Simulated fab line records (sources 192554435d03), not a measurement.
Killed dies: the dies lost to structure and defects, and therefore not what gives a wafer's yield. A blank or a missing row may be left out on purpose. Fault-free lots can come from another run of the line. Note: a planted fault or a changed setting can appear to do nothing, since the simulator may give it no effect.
Which of the tools did it? :: flow n5-finfet :: 36 wafers from 12 lots sampled at 2 of the route's 1938 steps

WHAT THE GAUGES SHOWED, per wafer
N5_GATE_CUT_THK_MEAS_24. Usual: GC_FILL_THK gives 219.4 nm (standard deviation 1.9).
lot: L794
measured: day 5 03:35
on: film-metro-01
GC_FILL_THK (nm): 219.3 218.8 220.6
flag: 

lot: L796
measured: day 5 09:13
on: film-metro-01
GC_FILL_THK (nm): 219.2 220.1 222.0
flag: 

lot: L797
measured: day 5 16:05
on: film-metro-01
GC_FILL_THK (nm): 221.9 222.8 223.5
flag: 

lot: L798
measured: day 5 22:58
on: film-metro-01
GC_FILL_THK (nm): 217.9 214.6 219.6
flag: 

lot: L799
measured: day 6 03:56
on: film-metro-01
GC_FILL_THK (nm): 219.7 221.0 221.2
flag: 

lot: L809
measured: day 8 14:08
on: film-metro-02
GC_FILL_THK (nm): 218.5 217.7 221.3
flag: 

lot: L810
measured: day 8 21:59
on: film-metro-02
GC_FILL_THK (nm): 216.9 221.4 220.5
flag: 

lot: L812
measured: day 9 10:12
on: film-metro-02
GC_FILL_THK (nm): 219.8 220.6 220.5
flag: 

lot: L813
measured: day 9 15:04
on: film-metro-01
GC_FILL_THK (nm): 220.0 222.0 218.5
flag: 

lot: L814
measured: day 9 20:31
on: film-metro-02
GC_FILL_THK (nm): 218.3 217.6 218.8
flag: 

lot: L815
measured: day 10 03:25
on: film-metro-02
GC_FILL_THK (nm): 217.3 219.5 219.6
flag: 

lot: L816
measured: day 10 10:22
on: film-metro-02
GC_FILL_THK (nm): 216.0 221.5 219.0
flag: 

N5_MOL_CONTACT_COAG_INSPECT_10: inspects for defects (brightfield). Usual: raw-defect-count at 64, with a standard deviation of 24.
lot: L794
measured: day 5 04:43
on: defect-inspect-02
raw-defect-count: 79 117 65
flag: 

lot: L796
measured: day 5 10:21
on: defect-inspect-02
raw-defect-count: 50 42 31
flag: 

lot: L797
measured: day 5 17:13
on: defect-inspect-02
raw-defect-count: 69 40 40
flag: 

lot: L798
measured: day 6 00:06
on: defect-inspect-02
raw-defect-count: 124 51 58
flag: 

lot: L799
measured: day 6 05:04
on: defect-inspect-01
raw-defect-count: 60 79 36
flag: 

lot: L809
measured: day 8 15:23
on: defect-inspect-01
raw-defect-count: 97 72 83
flag: 

lot: L810
measured: day 8 23:07
on: defect-inspect-02
raw-defect-count: 49 37 50
flag: 

lot: L812
measured: day 9 11:26
on: defect-inspect-02
raw-defect-count: 40 57 130
flag: 

lot: L813
measured: day 9 17:13
on: defect-inspect-02
raw-defect-count: 60 42 52
flag: 

lot: L814
measured: day 9 21:47
on: defect-inspect-01
raw-defect-count: 56 58 44
flag: 

lot: L815
measured: day 10 04:41
on: defect-inspect-01
raw-defect-count: 59 39 44
flag: 

lot: L816
measured: day 10 11:29
on: defect-inspect-01
raw-defect-count: 43 80 63
flag: 

EACH LOT AND THE TOOL THAT RAN IT (in order: tool; ch and the chambers of the sampled wafers; start)
Record: no process step prior to these readings.

WHAT THE TOOLS THEMSELVES READ (means of the sampled wafers that have a number; where no wafer has one, the mark that the record gives instead)
The record holds no such reading with a usual standard deviation.

THE ANSWER, worked out from the rows above alone
Rule: take the mean of a lot's wafers that have a number; if it is more than 3 standard deviations from the usual mean, the lot is off. Also off: a lot with no number at a reading for which 4 or more lots have one. Any other lot the step has rows for is counted as sound. First the gauges in route order, then the tools' own readings, where a lot's mean is used as printed above. At the first step where some lot is off, the reading lying furthest off is the one used; lots without a number count as furthest.
No lot is off on any of the readings shown, so nothing can be concluded from this.

WHAT THE SIMULATOR HAD PUT IN
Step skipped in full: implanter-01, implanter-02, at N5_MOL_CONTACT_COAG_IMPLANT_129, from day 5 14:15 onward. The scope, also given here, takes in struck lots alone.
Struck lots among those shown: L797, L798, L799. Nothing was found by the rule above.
